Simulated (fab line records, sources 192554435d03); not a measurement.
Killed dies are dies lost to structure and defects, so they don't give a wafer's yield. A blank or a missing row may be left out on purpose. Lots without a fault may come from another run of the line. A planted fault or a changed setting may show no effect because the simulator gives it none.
Split-lot experiment | flow n5_finfet | 7 lots, 21 wafers read, on a route of 1938 steps

THE SPLIT
At N5_BEOL_M6_ILD_DEP_00 (deposits SiCOH lowk from DEMS/porogen, target thk 179.75 nm, time 33.4 s), the setting time_s was moved away from the recipe's 33.4 s on 6 of the 21 wafers read, by +4.0% to +9.6%. The other wafers ran this setting at the recipe's value.

FROM THE SPLIT TO THE READING: what the file shows between them, 1 step
- N5_BEOL_M6_CURE_74: cures SiCOH lowk, time 240 s

THE READING
M6_ILD_THK, in nm, at N5_BEOL_M6_THK_MEAS_01. Fault-free wafers of this fab line usually give 154.8 nm, standard deviation 1.7 nm.

wafer  | tool, chamber at the split | time_s as run, s | against the recipe | M6_ILD_THK, nm | against lot-mates on the recipe
L075.3 | pecvd-04, 1                | 36.61            | +9.6%              | 169.0          | +12.2
L075.5 | pecvd-04, 0                | 36.61            | +9.6%              | 172.3          | +15.5
L075.6 | pecvd-04, 2                | 33.4             | recipe             | 156.8          | -
L085.1 | pecvd-01, 0                | 33.4             | recipe             | 154.9          | -
L085.5 | pecvd-01, 0,2              | 34.72            | +4.0%              | 162.6          | +7.7
L085.6 | pecvd-01, 0,2              | 34.72            | +4.0%              | 162.4          | +7.5
L088.2 | pecvd-01, 1                | 33.4             | recipe             | 154.7          | -
L088.4 | pecvd-01, 1                | 33.4             | recipe             | 156.3          | -
L088.6 | pecvd-01, 2                | 33.4             | recipe             | 158.0          | -
L089.1 | pecvd-01, 1                | 35.89            | +7.5%              | 167.9          | +11.1
L089.4 | pecvd-01, 2                | 33.4             | recipe             | 156.8          | -
L089.6 | pecvd-01, 0                | 35.89            | +7.5%              | 169.3          | +12.5
L093.1 | pecvd-01, 1                | 33.4             | recipe             | 152.6          | -
L093.3 | pecvd-01, 2                | 33.4             | recipe             | 152.5          | -
L093.6 | pecvd-01, 0                | 33.4             | recipe             | 155.6          | -
L096.2 | pecvd-04, 0                | 33.4             | recipe             | 154.5          | -
L096.3 | pecvd-04, 2                | 33.4             | recipe             | 155.5          | -
L096.6 | pecvd-04, 2                | 33.4             | recipe             | 155.0          | -
L095.2 | pecvd-04, 1                | 33.4             | recipe             | 153.4          | -
L095.5 | pecvd-04, 1                | 33.4             | recipe             | 157.0          | -
L095.6 | pecvd-04, 2                | 33.4             | recipe             | 155.8          | -
Where a row lists several chambers, the file gives one row for several wafers and doesn't say which wafer went through which chamber.

THE FIT
A straight line over all 21 wafers: M6_ILD_THK changes by +1.67 nm for each +1% of time_s; r = +0.97; the points scatter about the line by 1.5 nm.
The same after taking each lot's own level away (the mean of its wafers on the recipe; 21 wafers): +1.52 nm for each +1%; r = +0.97; scatter 1.3 nm.
On that fit, the largest move of time_s shifts the reading by 15 nm.
The lots' own levels span 153.57 to 156.80 nm, that is 1.9 times the standard deviation above.
So the lot-to-lot level changes the slope: the two fits differ.
Check: with one of the wafers moved furthest among these (+9.6%) left out of the fit, the line predicts +15.7 nm for it against its lot-mates. It came out at +12.2 nm against them.

OTHER SPLITS ON THESE WAFERS
These wafers also went through other splits before the reading. Each is held against what the fit with the lots' levels taken away leaves over:
other split on the same wafers | wafers away from the commonest value | r with M6_ILD_THK (lot level and that fit taken away)
N5_BEOL_M5_COAT_74 spin_rpm    | 4                                    | -0.29

THE WHOLE CHAIN: every reading that the file lists as answering this split, in the file's order
step                   | what it does                                                             | reading                                                                                  | change (the file's fit)              | r (the file's)
N5_BEOL_M6_ILD_DEP_00  | deposits SiCOH lowk from DEMS/porogen, target thk 179.75 nm, time 33.4 s | SiCOH_lowk_of_BEOL_M6_ILD_DEP_00.thk_nm (the simulator's own value, which no gauge read) | +1.74 nm for each +1% of the setting | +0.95
N5_BEOL_M6_CURE_74     | cures SiCOH lowk, time 240 s                                             | SiCOH_lowk_of_BEOL_M6_ILD_DEP_00.thk_nm (the simulator's own value, which no gauge read) | +1.53 nm for each +1% of the setting | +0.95
N5_BEOL_M6_THK_MEAS_01 |                                                                          | M6_ILD_THK                                                                               | +1.54 for each +1% of the setting    | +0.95

THE FILE'S OWN FIT
M6_ILD_THK changes by +1.54 nm for each +1% of time_s, r = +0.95.
